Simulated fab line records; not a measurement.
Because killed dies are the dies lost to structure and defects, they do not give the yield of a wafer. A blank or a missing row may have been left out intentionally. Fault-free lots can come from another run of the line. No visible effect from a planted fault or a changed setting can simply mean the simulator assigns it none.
Which tool is to blame? -- flow nandHarc -- 30 wafers from 10 lots sampled at 7 of the route's 1302 steps

== WHAT EACH GAUGE READ, for each wafer ==
NHARC_A_BLC_CD_MEAS_10: the cd target is 100 nm.
lot,measured,on,cdNm (nm)
L610,day 22 15:31,cdSem-01,99.9 100.3 99.9
L621,day 26 10:53,cdSem-03,39.2 38.9 39.8
L622,day 27 13:17,cdSem-03,39.6 40.4 40.1
L625,day 29 03:31,cdSem-03,101.0 100.6 100.8
L626,day 29 05:42,cdSem-02,100.0 99.8 100.1
L628,day 30 07:43,cdSem-01,100.5 101.3 100.1
L631,day 31 14:46,cdSem-03,100.0 99.7 99.3
L630,day 31 16:19,cdSem-03,99.8 99.9 99.9
L633,day 32 11:32,cdSem-02,100.0 100.1 99.9
L632,day 32 12:17,cdSem-01,99.9 100.0 100.5

NHARC_A_BLC_CD_MEAS_19.
lot,measured,on,cdNm (nm)
L610,day 22 16:40,cdSem-03,99.4 100.4 100.5
L621,day 26 12:02,cdSem-03,40.9 41.5 42.5
L622,day 27 14:26,cdSem-03,41.7 41.8 40.0
L625,day 29 05:07,cdSem-02,104.3 101.6 104.5
L626,day 29 06:51,cdSem-01,98.9 100.0 101.0
L628,day 30 08:52,cdSem-01,103.9 101.0 103.6
L631,day 31 15:56,cdSem-02,97.8 101.4 101.1
L630,day 31 17:29,cdSem-03,100.4 99.1 99.1
L633,day 32 12:41,cdSem-01,100.0 97.8 101.9
L632,day 32 13:32,cdSem-01,101.2 101.0 101.5

NHARC_END_SORT_01.
lot,measured,on,killedAtArray,killedAtOther,killedAtPeriphery,killedDies,killedOpen,killedShort
L621,day 28 08:13,prober-02,672 668 669,2 5 4,3 4 4,677 677 677,3 4 2,5 1 7
L622,day 29 10:06,prober-02,671 675 673,1 0 1,5 2 3,677 677 677,4 11 6,4 1 1
L628,day 32 04:54,prober-02,59 53 64,1 1 2,2 3 5,62 57 71,4 2 5,2 0 0

== WHAT TOOL EACH LOT RAN ON (gives the tool, then ch and the chambers of the sampled wafers, and finally the start) ==
lot,NHARC_A_CONTACT_ETCH_31,NHARC_A_CONTACT_ETCH_110,NHARC_A_BLC_PEB_08,NHARC_A_BLC_STRIP_21
L610,"rieDiel-07 ch 0,1,2, day 22 12:03 or earlier","rieDiel-04 ch 0,1,3, day 22 12:03","lithoTrack-04 ch 0, day 22 15:26","rieDiel-10 ch 0,2,3, day 22 16:50"
L621,"rieDiel-09 ch 1,3, day 26 08:22 or earlier","rieDiel-07 ch 1,3, day 26 08:22","lithoTrack-04 ch 0, day 26 10:48","rieDiel-08 ch 1,2,3, day 26 12:13"
L622,"rieDiel-04 ch 0,1,2, day 27 10:22 or earlier","rieDiel-04 ch 1,2,3, day 27 10:22","lithoTrack-04 ch 0, day 27 13:12","rieDiel-10 ch 1,2, day 27 14:38"
L625,"rieDiel-09 ch 0,1,2, day 29 00:49 or earlier","rieDiel-09 ch 0,1, day 29 00:49","lithoTrack-06 ch 0, day 29 03:25","rieDiel-10 ch 1,2,3, day 29 05:19"
L626,"rieDiel-04 ch 0,1,2, day 29 03:02 or earlier","rieDiel-07 ch 0,2, day 29 03:02","lithoTrack-06 ch 0, day 29 05:37","rieDiel-12 ch 2,3, day 29 07:02"
L628,"rieDiel-09 ch 1,2, day 30 05:01 or earlier","rieDiel-09 ch 2,3, day 30 05:01","lithoTrack-01 ch 0, day 30 07:38","rieDiel-10 ch 0,1,3, day 30 09:05"
L631,"rieDiel-09 ch 0,3, day 31 12:03 or earlier","rieDiel-07 ch 0,1,2, day 31 12:03","lithoTrack-01 ch 0, day 31 14:41","rieDiel-10 ch 0,1, day 31 16:06"
L630,"rieDiel-04 ch 0,1,2, day 31 13:31 or earlier","rieDiel-04 ch 0,1,2, day 31 13:31","lithoTrack-04 ch 0, day 31 16:14","rieDiel-10 ch 1,3, day 31 17:40"
L633,"rieDiel-07 ch 0,1, day 32 08:53 or earlier","rieDiel-07 ch 1,2,3, day 32 08:53","lithoTrack-06 ch 0, day 32 11:27","rieDiel-08 ch 0,1,2, day 32 12:53"
L632,"rieDiel-09 ch 0,1,2, day 32 09:35 or earlier","rieDiel-07 ch 0,2, day 32 09:35","lithoTrack-04 ch 0, day 32 12:13","rieDiel-12 ch 0,2, day 32 13:44"
- NHARC_A_CONTACT_ETCH_31: etches the open film in O2/COS, target depth 2800 nm, time 728 s.
- NHARC_A_CONTACT_ETCH_110: etches the open film in CF4/O2, target depth 60 nm, overetch 6 nm, time 33 s.
- NHARC_A_BLC_PEB_08: peb time 65 s.
- NHARC_A_BLC_STRIP_21: strips in O2.

== AS READ BY THE TOOLS THEMSELVES (means over the sampled wafers that have a number; for cases with no such wafer, the mark the record gives instead) ==
NHARC_A_CONTACT_ETCH_31.
lot,tool,drypumpMotorCurrentA (A),oesProductAu (a.u.),rfVppV (V),showerheadPlenumPTorr (Torr),throttleValvePct (%)
L610,rieDiel-07,5.5,1.000,313.8,3.12,28.330
L621,rieDiel-09,5.7,0.997,313.0,3.02,28.326
L622,rieDiel-04,5.7,0.992,316.7,3.26,28.322
L625,rieDiel-09,6.1,0.999,314.1,3.12,28.335
L626,rieDiel-04,5.7,0.990,315.1,3.25,28.334
L628,rieDiel-09,5.8,0.996,315.0,3.22,28.325
L631,rieDiel-09,5.9,0.990,315.9,3.23,28.323
L630,rieDiel-04,5.7,0.997,314.9,3.24,28.340
L633,rieDiel-07,5.6,1.002,314.6,3.21,28.334
L632,rieDiel-09,6.1,0.994,313.8,3.11,28.325

NHARC_A_CONTACT_ETCH_110.
lot,tool,drypumpMotorCurrentA (A),oes_f_703_au (a.u.),oes_o_777_au (a.u.),oesProductAu (a.u.),rfVppV (V),showerheadPlenumPTorr (Torr),throttleValvePct (%)
L610,rieDiel-04,5.9,0.997,1.003,1.011,197.5,1.32,13.391
L621,rieDiel-07,5.5,0.997,0.997,0.992,197.3,1.31,13.401
L622,rieDiel-04,5.9,1.006,1.004,0.997,198.6,1.35,13.394
L625,rieDiel-09,6.1,1.001,1.002,0.998,198.1,1.31,13.404
L626,rieDiel-07,5.4,0.997,1.000,1.000,198.0,1.31,13.392
L628,rieDiel-09,6.1,1.005,1.003,1.003,198.9,1.38,13.395
L631,rieDiel-07,5.5,0.998,0.999,0.998,197.7,1.32,13.394
L630,rieDiel-04,5.7,1.001,1.002,0.996,198.0,1.39,13.399
L633,rieDiel-07,5.5,1.006,1.001,0.999,196.4,1.28,13.406
L632,rieDiel-07,5.4,0.997,0.999,1.004,196.9,1.31,13.401

NHARC_A_BLC_PEB_08.
lot,tool,heaterPowerTotalW (W),plateTempC (C)
L610,lithoTrack-04,156.6,100.10
L621,lithoTrack-04,131.1,87.97
L622,lithoTrack-04,130.5,87.93
L625,lithoTrack-06,156.9,100.21
L626,lithoTrack-06,156.7,99.97
L628,lithoTrack-01,156.5,99.84
L631,lithoTrack-01,156.5,99.98
L630,lithoTrack-04,157.1,99.94
L633,lithoTrack-06,156.4,100.16
L632,lithoTrack-04,156.5,99.97

NHARC_A_BLC_STRIP_21.
lot,tool,drypumpMotorCurrentA (A),oesProductAu (a.u.),rfVppV (V),showerheadPlenumPTorr (Torr),throttleValvePct (%)
L610,rieDiel-10,5.4,0.997,57.9,3.59,17.038
L621,rieDiel-08,5.7,0.995,58.0,3.46,17.035
L622,rieDiel-10,5.3,1.002,57.6,3.42,17.029
L625,rieDiel-10,5.4,0.989,56.9,3.44,17.034
L626,rieDiel-12,6.0,0.983,56.7,3.34,17.036
L628,rieDiel-10,5.5,1.005,57.3,3.47,17.030
L631,rieDiel-10,5.4,1.004,58.4,3.59,17.041
L630,rieDiel-10,5.5,0.997,56.5,3.33,17.051
L633,rieDiel-08,5.9,1.000,58.2,3.49,17.038
L632,rieDiel-12,6.4,1.001,57.7,3.30,17.034

== THE ANSWER, worked out from the rows above alone ==
Rule: the usual values come from the lots themselves. The widest of any qualifying gaps counts: lots, ordered by their means at a reading, are off when they make up no more than a third of the lots, leave a main group of 4 or more, and stand apart from it by 3 or more times the standard deviation of that group's means. A main group whose means are all the same, to the digits that the tables above print for the reading, isn't used. Also off: a lot with no number at a reading for which 4 or more lots have one. All remaining lots with rows at the step are treated as sound. First the gauges in route order, then the tools' own readings, where a lot's mean is used as printed above. The first step at which some lot is off is used, and at that step the reading that is off furthest; a lot without a number counts as furthest.
Off: L621, L622, at NHARC_A_BLC_CD_MEAS_10 (cdNm). Mean 100.1 nm and standard deviation 0.36 in the main group.
If a tool, at a process step before that reading, ran all the lots that are off and no sound lot after the first of them, it fits. Not tried: the gauges at NHARC_A_BLC_CD_MEAS_10; whatever is off there is also off at NHARC_A_BLC_PEB_08, on other tools, and gauge error can't account for it. NHARC_A_CONTACT_ETCH_31 gives no start for some lots, so the hours and the order of its lots are those of NHARC_A_CONTACT_ETCH_110. No candidate that was tried fits.

== WHAT HAD BEEN PUT IN BY THE SIMULATOR ==
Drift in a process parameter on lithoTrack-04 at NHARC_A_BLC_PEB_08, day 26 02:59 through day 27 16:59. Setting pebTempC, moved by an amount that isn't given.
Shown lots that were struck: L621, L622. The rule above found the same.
